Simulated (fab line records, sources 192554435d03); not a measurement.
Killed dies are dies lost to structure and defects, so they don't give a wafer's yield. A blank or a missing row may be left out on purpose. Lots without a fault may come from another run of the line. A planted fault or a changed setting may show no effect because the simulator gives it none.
Split-lot experiment | flow n5_finfet | 7 lots, 39 wafers read, on a route of 1938 steps

THE SPLIT
At N5_BEOL_M15_TRENCH_ETCH_34 (etches SiO2 in C4F8/O2/Ar, target depth 872.93 nm, time 199 s), the setting time_s was moved away from the recipe's 199 s on 9 of the 39 wafers read, by -46.2% to +42.3%. The other wafers ran this setting at the recipe's value.

FROM THE SPLIT TO THE READING: what the file shows between them, 7 steps
- N5_BEOL_M15_STRIP_36: strips in O2
- N5_BEOL_M15_ECD_47: material Cu, target thk 1860 nm
- N5_BEOL_M15_ANNEAL_48: time 90 s
- N5_BEOL_M15_CMP_49: polishes, stops on SiO2, t overpolish 4.9 s, target thk 850 nm
- N5_BEOL_M15_THK_MEAS_50: measures by xrf
- N5_BEOL_M15_PRE_CLEAN_52: time 15 s
- N5_BEOL_M15_DEP_53: deposits SiCN from 3MS/NH3, target thk 50 nm, time 17.8 s

THE READING
M15_RS, in ohm/sq, at N5_BEOL_M15_RS_MEAS_54 (measures by four-point-probe). Fault-free wafers of this fab line usually give 0.0217 ohm/sq, standard deviation 0.00034 ohm/sq.

wafer  | tool, chamber at the split | time_s as run, s | against the recipe | M15_RS, ohm/sq | against lot-mates on the recipe
L075.1 | rie_diel-06, 0             | 161.8            | -18.7%             | 0.0264         | +0.0051
L075.2 | rie_diel-06, 2             | 199              | recipe             | 0.0213         | -
L075.3 | rie_diel-06, 1             | 199              | recipe             | 0.0213         | -
L075.4 | rie_diel-06, 3             | 161.8            | -18.7%             | 0.0270         | +0.0057
L075.5 | rie_diel-06, 2             | 161.8            | -18.7%             | 0.0263         | +0.0050
L075.6 | rie_diel-06, 1             | 199              | recipe             | 0.0212         | -
L076.1 | rie_diel-04, 1             | 199              | recipe             | 0.0215         | -
L076.2 | rie_diel-04, 3             | 199              | recipe             | 0.0214         | -
L076.3 | rie_diel-04, 2             | 199              | recipe             | 0.0219         | -
L076.4 | rie_diel-04, 0             | 199              | recipe             | 0.0216         | -
L076.5 | rie_diel-04, 3             | 199              | recipe             | 0.0213         | -
L076.6 | rie_diel-04, 2             | 199              | recipe             | 0.0220         | -
L078.1 | rie_diel-06, 2             | 199              | recipe             | 0.0212         | -
L078.2 | rie_diel-06, 3             | 283.1            | +42.3%             | 0.0152         | -0.0059
L078.3 | rie_diel-06, 1             | 283.1            | +42.3%             | 0.0146         | -0.0065
L078.4 | rie_diel-06, 3             | 283.1            | +42.3%             | 0.0151         | -0.0060
L078.5 | rie_diel-06, 2             | 199              | recipe             | 0.0211         | -
L078.6 | rie_diel-06, 1             | 199              | recipe             | 0.0209         | -
L088.1 | rie_diel-05, 3             | 199              | recipe             | 0.0218         | -
L088.2 | rie_diel-05, 0             | 199              | recipe             | 0.0216         | -
L088.3 | rie_diel-05, 1             | 199              | recipe             | 0.0220         | -
L088.4 | rie_diel-05, 2             | 199              | recipe             | 0.0223         | -
L088.5 | rie_diel-05, 2             | 199              | recipe             | 0.0223         | -
L088.6 | rie_diel-05, 3             | 199              | recipe             | 0.0218         | -
L087.3 | rie_diel-04, 1             | 199              | recipe             | 0.0211         | -
L087.4 | rie_diel-04, 0             | 199              | recipe             | 0.0219         | -
L087.6 | rie_diel-04, 0             | 199              | recipe             | 0.0220         | -
L090.1 | rie_diel-06, 2             | 199              | recipe             | 0.0216         | -
L090.2 | rie_diel-06, 3             | 199              | recipe             | 0.0221         | -
L090.3 | rie_diel-06, 1             | 199              | recipe             | 0.0216         | -
L090.4 | rie_diel-06, 0             | 199              | recipe             | 0.0216         | -
L090.5 | rie_diel-06, 0             | 199              | recipe             | 0.0215         | -
L090.6 | rie_diel-06, 3             | 199              | recipe             | 0.0221         | -
L093.1 | rie_diel-05, 0             | 107.1            | -46.2%             | 0.0418         | +0.0197
L093.2 | rie_diel-05, 2             | 199              | recipe             | 0.0220         | -
L093.3 | rie_diel-05, 1             | 199              | recipe             | 0.0221         | -
L093.4 | rie_diel-05, 0             | 107.1            | -46.2%             | 0.0418         | +0.0197
L093.5 | rie_diel-05, 1             | 107.1            | -46.2%             | 0.0419         | +0.0198
L093.6 | rie_diel-05, 2             | 199              | recipe             | 0.0221         | -

THE FIT
A straight line over all 39 wafers: M15_RS changes by -0.000301 ohm/sq for each +1% of time_s; r = -0.92; the points scatter about the line by 0.0023 ohm/sq.
The same after taking each lot's own level away (the mean of its wafers on the recipe; 39 wafers): -0.000292 ohm/sq for each +1%; r = -0.92; scatter 0.0023 ohm/sq.
On that fit, the largest move of time_s shifts the reading by 0.014 ohm/sq.
The lots' own levels span 0.02107 to 0.02207 ohm/sq, that is 2.9 times the standard deviation above.
So the lot-to-lot level changes the slope little: the two slopes agree.
Check: with one of the wafers moved furthest among these (-46.2%) left out of the fit, the line predicts +0.0133 ohm/sq for it against its lot-mates. It came out at +0.0197 ohm/sq against them.

THE WHOLE CHAIN: every reading that the file lists as answering this split, in the file's order
step                       | what it does                                                   | reading                                                                          | change (the file's fit)               | r (the file's)
N5_BEOL_M15_TRENCH_ETCH_34 | etches SiO2 in C4F8/O2/Ar, target depth 872.93 nm, time 199 s  | etch.depth_nm (the simulator's own value, which no gauge read)                   | +8.4 nm for each +1% of the setting   | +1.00
N5_BEOL_M15_TRENCH_ETCH_34 | etches SiO2 in C4F8/O2/Ar, target depth 872.93 nm, time 199 s  | coat_of_BEOL_M15_COAT_22.thk_nm (the simulator's own value, which no gauge read) | -1.68 nm for each +1% of the setting  | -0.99
N5_BEOL_M15_CMP_49         | polishes, stops on SiO2, t overpolish 4.9 s, target thk 850 nm | Cu_of_BEOL_M15_ECD_47.thk_nm (the simulator's own value, which no gauge read)    | +8.39 nm for each +1% of the setting  | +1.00
N5_BEOL_M15_THK_MEAS_50    | measures by xrf                                                | M15_THK                                                                          | +8.37 for each +1% of the setting     | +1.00
N5_BEOL_M15_RS_MEAS_54     | measures by four-point-probe                                   | M15_RS                                                                           | -0.000298 for each +1% of the setting | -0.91

THE FILE'S OWN FIT
M15_RS changes by -0.000298 ohm/sq for each +1% of time_s, r = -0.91.
